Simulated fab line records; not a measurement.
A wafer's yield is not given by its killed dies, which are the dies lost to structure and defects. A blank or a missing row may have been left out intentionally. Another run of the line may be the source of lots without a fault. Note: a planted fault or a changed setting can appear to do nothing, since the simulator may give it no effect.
Matching of chambers + flow n5Finfet + rieDiel-02 running N5_BEOL_M14_DESCUM_15: 4 sister chambers
The step chemistry O2, time 7.9 s. 4 wafers are shown with their chamber, then 9 later ones without.

## EACH WAFER AND ITS CHAMBER
| wafer  | chamber | showerheadPlenumPTorr (Torr) |
|--------|---------|------------------------------|
| L084.6 | 2       | 2.07                         |
| L086.2 | 1       | 2.05                         |
| L086.3 | 0       | 2.10                         |
| L086.6 | 3       | 2.12                         |

## WAFERS WITH NO CHAMBER GIVEN
| wafer  | showerheadPlenumPTorr (Torr) |
|--------|------------------------------|
| L092.2 | 2.10                         |
| L092.3 | 2.12                         |
| L092.4 | 2.10                         |
| L089.2 | 2.10                         |
| L089.4 | 2.06                         |
| L089.5 | 2.12                         |
| L079.1 | 2.04                         |
| L079.2 | 2.11                         |
| L079.6 | 2.09                         |

## CHAMBER TAKEN BY EACH
| wafer  | from the rows above     | in truth |
|--------|-------------------------|----------|
| L092.2 | 0                       | 0        |
| L092.3 | 3                       | 3        |
| L092.4 | 0                       | 0        |
| L089.2 | 0                       | 0        |
| L089.4 | can't be placed: 2 or 1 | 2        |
| L089.5 | 3                       | 3        |
| L079.1 | 1                       | 1        |
| L079.2 | can't be placed: 0 or 3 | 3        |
| L079.6 | can't be placed: 0 or 2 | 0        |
Correctly placed: 6 of 9. Can't be placed from these rows: 3 (the true chamber is among the candidates in 3). Number placed wrongly: 0.
How it was worked out, from the rows above alone: a wafer's distance from a chamber is the root of the sum, over the readings, of the square of ((its reading less the chamber's mean) divided by the reading's scatter). If the next closest chamber is less than 2 further off than the closest, the wafer can't be placed; otherwise it belongs to the closest. Each chamber's mean is taken over the wafers shown for it. The scatter: root of mean squared gap, hidden wafer to nearest shown wafer, with one shown wafer a chamber.
